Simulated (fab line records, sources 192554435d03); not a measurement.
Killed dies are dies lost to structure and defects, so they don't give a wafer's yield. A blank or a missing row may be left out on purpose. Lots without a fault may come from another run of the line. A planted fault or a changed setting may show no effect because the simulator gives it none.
Which tool did it? | flow n5_finfet | 10 lots, 30 wafers sampled, at 5 steps of a route of 1938

WHAT THE GAUGES READ, wafer by wafer
N5_BEOL_M4_RC_MEAS_101. Usual: DIBL_N 36.6 mV/V, standard deviation 1.1; DIBL_P 36.7 mV/V, standard deviation 1.5; IOFF_N 0.155 nA/um, standard deviation 0.019; IOFF_P 0.208 nA/um, standard deviation 0.025; ION_N 673 uA/um, standard deviation 8.5; ION_P 462 uA/um, standard deviation 5.9; SS_N 71.6 mV/dec, standard deviation 0.58; SS_P 73.5 mV/dec, standard deviation 0.51; VT_N 250.7 mV, standard deviation 2.4; VT_P -251 mV, standard deviation 3.
lot  | measured     | on        | DIBL_N (mV/V)  | DIBL_P (mV/V)  | IOFF_N (nA/um)    | IOFF_P (nA/um)    | ION_N (uA/um) | ION_P (uA/um) | SS_N (mV/dec)  | SS_P (mV/dec)  | VT_N (mV)         | VT_P (mV)      | flag
L484 | day 10 17:33 | prober-02 | 36.8 37.3 36.5 | 35.9 36.5 35.9 | 0.146 0.154 0.142 | 0.228 0.235 0.226 | 660 669 662   | 468 467 464   | 71.4 71.2 71.4 | 73.2 73.5 74.0 | 254.4 251.4 251.8 | -246 -244 -246 |
L486 | day 10 22:09 | prober-02 | 34.9 36.0 35.5 | 32.8 34.5 34.1 | 0.140 0.161 0.154 | 0.178 0.202 0.193 | 673 675 670   | 464 466 457   | 71.2 71.0 70.9 | 72.9 72.9 73.0 | 250.1 248.8 249.8 | -251 -252 -251 |
L487 | day 11 04:32 | prober-02 | 35.4 36.8 36.9 | 35.1 36.9 37.4 | 0.154 0.183 0.185 | 0.207 0.242 0.248 | 667 678 683   | 461 467 468   | 71.7 72.5 72.2 | 73.3 73.5 73.1 | 249.7 247.9 245.7 | -248 -247 -248 |
L488 | day 11 12:46 | prober-01 | 37.5 34.9 37.0 | 37.8 34.6 36.5 | 0.163 0.125 0.152 | 0.208 0.157 0.190 | 669 662 674   | 462 453 462   | 71.1 70.4 70.5 | 73.7 73.3 73.4 | 251.8 253.7 250.9 | -253 -252 -251 |
L489 | day 12 02:20 | prober-02 | 35.4 36.5 36.4 | 36.4 38.0 36.8 | 0.151 0.175 0.169 | 0.210 0.231 0.221 | 671 682 678   | 465 470 462   | 71.2 72.3 71.8 | 73.6 73.7 73.4 | 248.0 250.3 248.5 | -250 -248 -249 |
L491 | day 12 12:07 | prober-01 | 38.0 36.2 38.2 | 37.6 37.0 38.8 | 0.171 0.148 0.170 | 0.246 0.239 0.265 | 662 671 665   | 462 469 467   | 71.5 71.7 71.8 | 73.6 73.6 73.6 | 251.7 249.9 247.1 | -245 -246 -246 |
L490 | day 13 03:10 | prober-02 | 36.5 36.6 36.7 | 40.1 39.4 39.5 | 0.182 0.177 0.179 | 0.224 0.212 0.219 | 684 683 690   | 466 460 464   | 72.4 72.4 72.8 | 74.1 73.7 73.8 | 251.6 252.1 249.7 | -251 -252 -252 |
L495 | day 12 23:29 | prober-02 | 38.2 39.0 38.6 | 36.0 36.8 36.1 | 0.160 0.180 0.167 | 0.211 0.227 0.211 | 685 676 676   | 470 462 461   | 71.6 71.5 71.5 | 73.7 73.5 72.9 | 248.9 244.7 250.7 | -250 -250 -249 |
L497 | day 13 18:49 | prober-02 | 35.0 36.7 35.6 | 35.5 37.0 36.5 | 0.156 0.173 0.162 | 0.220 0.237 0.226 | 674 674 679   | 467 463 466   | 72.4 72.5 71.6 | 73.4 73.5 72.8 | 250.1 248.2 250.3 | -248 -248 -247 |
L505 | day 16 02:40 | prober-01 | 36.5 37.8 35.7 | 36.6 37.9 35.1 | 0.150 0.170 0.131 | 0.218 0.245 0.200 | 675 677 675   | 464 469 471   | 71.7 71.5 71.2 | 73.4 74.2 73.5 | 251.7 252.2 253.5 | -249 -247 -248 |

WHICH TOOL RAN EACH LOT (tool, then ch and the chambers of the sampled wafers, then the start)
lot  | N5_HKMG_FIN_STRIP_88                | N5_HKMG_FIN_ETCHBACK_68          | N5_HKMG_FIN_ALD_72           | N5_HKMG_FIN_CMP_94
L484 | plasma_asher-01 ch 0,1, day 4 04:32 | rie_metal-03 ch 0,1, day 4 05:35 | cvd_w-01 ch 0, day 4 06:29   | cmp-04 ch 0,2,3, day 4 07:10
L486 | plasma_asher-02 ch 0,1, day 4 18:28 | rie_metal-02 ch 0,1, day 4 19:30 | cvd_w-02 ch 0,1, day 4 20:23 | cmp-03 ch 0,1,2, day 4 21:02
L487 | plasma_asher-02 ch 0,1, day 4 22:46 | rie_metal-02 ch 0,1, day 4 23:48 | cvd_w-02 ch 0,1, day 5 00:41 | cmp-03 ch 0,1, day 5 01:20
L488 | plasma_asher-02 ch 0,1, day 5 05:10 | rie_metal-03 ch 0,1, day 5 06:12 | cvd_w-02 ch 0, day 5 07:05   | cmp-03 ch 1,2,3, day 5 07:46
L489 | plasma_asher-01 ch 0,1, day 5 09:52 | rie_metal-02 ch 0,1, day 5 10:55 | cvd_w-01 ch 1, day 5 11:48   | cmp-04 ch 0,1,2, day 5 12:49
L491 | plasma_asher-02 ch 0,1, day 6 08:04 | rie_metal-03 ch 0,1, day 6 09:03 | cvd_w-02 ch 0,1, day 6 09:55 | cmp-02 ch 0,1,2, day 6 10:38
L490 | plasma_asher-01 ch 0,1, day 6 09:53 | rie_metal-02 ch 0,1, day 6 10:59 | cvd_w-02 ch 0,1, day 6 11:52 | cmp-04 ch 1,3, day 6 12:31
L495 | plasma_asher-01 ch 0,1, day 7 02:05 | rie_metal-01 ch 0,1, day 7 03:03 | cvd_w-02 ch 0,1, day 7 03:55 | cmp-03 ch 0,1, day 7 04:34
L497 | plasma_asher-02 ch 0,1, day 7 11:32 | rie_metal-03 ch 0,1, day 7 12:44 | cvd_w-02 ch 0,1, day 7 13:40 | cmp-03 ch 1,2, day 7 14:20
L505 | plasma_asher-02 ch 0,1, day 9 08:52 | rie_metal-01 ch 0,1, day 9 09:55 | cvd_w-01 ch 0,1, day 9 10:48 | cmp-03 ch 0,1,3, day 9 11:32
- N5_HKMG_FIN_STRIP_88: strips in N2/H2, time 360 s.
- N5_HKMG_FIN_ETCHBACK_68: etches the open film in Cl2/Ar, stops on HfO2, target depth 0.5 nm.
- N5_HKMG_FIN_ALD_72: deposits W, target thk 2 nm, pulse time 1 s, purge time 2 s.
- N5_HKMG_FIN_CMP_94: polishes, stops on SiNx, t overpolish 4.7 s, target thk 43.299 nm.

WHAT THE TOOLS THEMSELVES READ (means of the sampled wafers that have a number; where no wafer has one, the mark that the record gives instead)
N5_HKMG_FIN_STRIP_88. Usual: drypump_motor_current_A 5.7 A, standard deviation 0.44; heater_power_w 463 W, standard deviation 63.
lot  | tool            | drypump_motor_current_A (A) | heater_power_w (W) | flag
L484 | plasma_asher-01 | 5.7                         | 404                |
L486 | plasma_asher-02 | 5.9                         | 474                |
L487 | plasma_asher-02 | 5.9                         | 464                |
L488 | plasma_asher-02 | 5.9                         | 467                |
L489 | plasma_asher-01 | 5.7                         | 413                |
L491 | plasma_asher-02 | 5.9                         | 503                |
L490 | plasma_asher-01 | 5.7                         | 409                |
L495 | plasma_asher-01 | 5.7                         | 413                |
L497 | plasma_asher-02 | 5.9                         | 475                |
L505 | plasma_asher-02 | 5.9                         | 464                |

N5_HKMG_FIN_ETCHBACK_68. Usual: drypump_motor_current_A 5.8 A, standard deviation 0.5; he_backside_leak_sccm 3.4 sccm, standard deviation 0.3; oes_ar_750_au 0.77 a.u., standard deviation 0.11; oes_product_au 0.76 a.u., standard deviation 0.11; throttle_valve_pct 20.75 %, standard deviation 0.19.
lot  | tool         | drypump_motor_current_A (A) | he_backside_leak_sccm (sccm) | oes_ar_750_au (a.u.) | oes_product_au (a.u.) | throttle_valve_pct (%) | flag
L484 | rie_metal-03 | 5.1                         | 3.4                          | 0.70                 | 0.69                  | 20.86                  |
L486 | rie_metal-02 | 6.2                         | 3.3                          | 0.80                 | 0.77                  | 20.60                  |
L487 | rie_metal-02 | 6.2                         | 3.3                          | 0.79                 | 0.78                  | 20.62                  |
L488 | rie_metal-03 | 5.3                         | 3.4                          | 0.79                 | 0.78                  | 21.01                  |
L489 | rie_metal-02 | 6.2                         | 3.3                          | 0.79                 | 0.77                  | 20.60                  |
L491 | rie_metal-03 | 5.1                         | 3.5                          | 0.68                 | 0.68                  | 20.89                  |
L490 | rie_metal-02 | 6.2                         | 3.4                          | 0.79                 | 0.78                  | 20.62                  |
L495 | rie_metal-01 | 5.8                         | 3.6                          | 0.62                 | 0.60                  | 20.89                  |
L497 | rie_metal-03 | 5.3                         | 3.4                          | 0.78                 | 0.76                  | 21.01                  |
L505 | rie_metal-01 | 5.8                         | 3.4                          | 0.85                 | 0.83                  | 20.70                  |

N5_HKMG_FIN_ALD_72. Usual: heater_power_w 519 W, standard deviation 72; precursor_pulse_height_rel 1.000, standard deviation 0.019.
lot  | tool     | heater_power_w (W) | precursor_pulse_height_rel | flag
L484 | cvd_w-01 | 492                | 0.998                      |
L486 | cvd_w-02 | 492                | 0.991                      |
L487 | cvd_w-02 | 468                | 0.995                      |
L488 | cvd_w-02 | 448                | 1.003                      |
L489 | cvd_w-01 | 649                | 1.011                      |
L491 | cvd_w-02 | 498                | 1.000                      |
L490 | cvd_w-02 | 475                | 1.012                      |
L495 | cvd_w-02 | 478                | 1.000                      |
L497 | cvd_w-02 | 476                | 1.007                      |
L505 | cvd_w-01 | 549                | 1.005                      |

N5_HKMG_FIN_CMP_94. Usual: motor_current_A 11.8 A, standard deviation 1.
lot  | tool   | motor_current_A (A) | flag
L484 | cmp-04 | 11.8                |
L486 | cmp-03 | 11.1                |
L487 | cmp-03 | 10.6                |
L488 | cmp-03 | 11.4                |
L489 | cmp-04 | 11.3                |
L491 | cmp-02 | 13.1                |
L490 | cmp-04 | 11.7                |
L495 | cmp-03 | 10.7                |
L497 | cmp-03 | 10.9                |
L505 | cmp-03 | 10.9                |

THE ANSWER, worked out from the rows above alone
Rule: a lot is off if the mean of its wafers that have a number lies more than 3 standard deviations from the usual mean. A lot without any number at a reading at which 4 lots or more have one is off too. The other lots that the step has rows for count as sound. The gauges are gone through in route order, then the tools' own readings, and for those a lot's mean is taken as printed above. The first step at which some lot is off is used, and at that step the reading that is off furthest; a lot without a number counts as furthest.
No lot is off at any reading shown: from this, nothing can be told.

WHAT THE SIMULATOR HAD PUT IN
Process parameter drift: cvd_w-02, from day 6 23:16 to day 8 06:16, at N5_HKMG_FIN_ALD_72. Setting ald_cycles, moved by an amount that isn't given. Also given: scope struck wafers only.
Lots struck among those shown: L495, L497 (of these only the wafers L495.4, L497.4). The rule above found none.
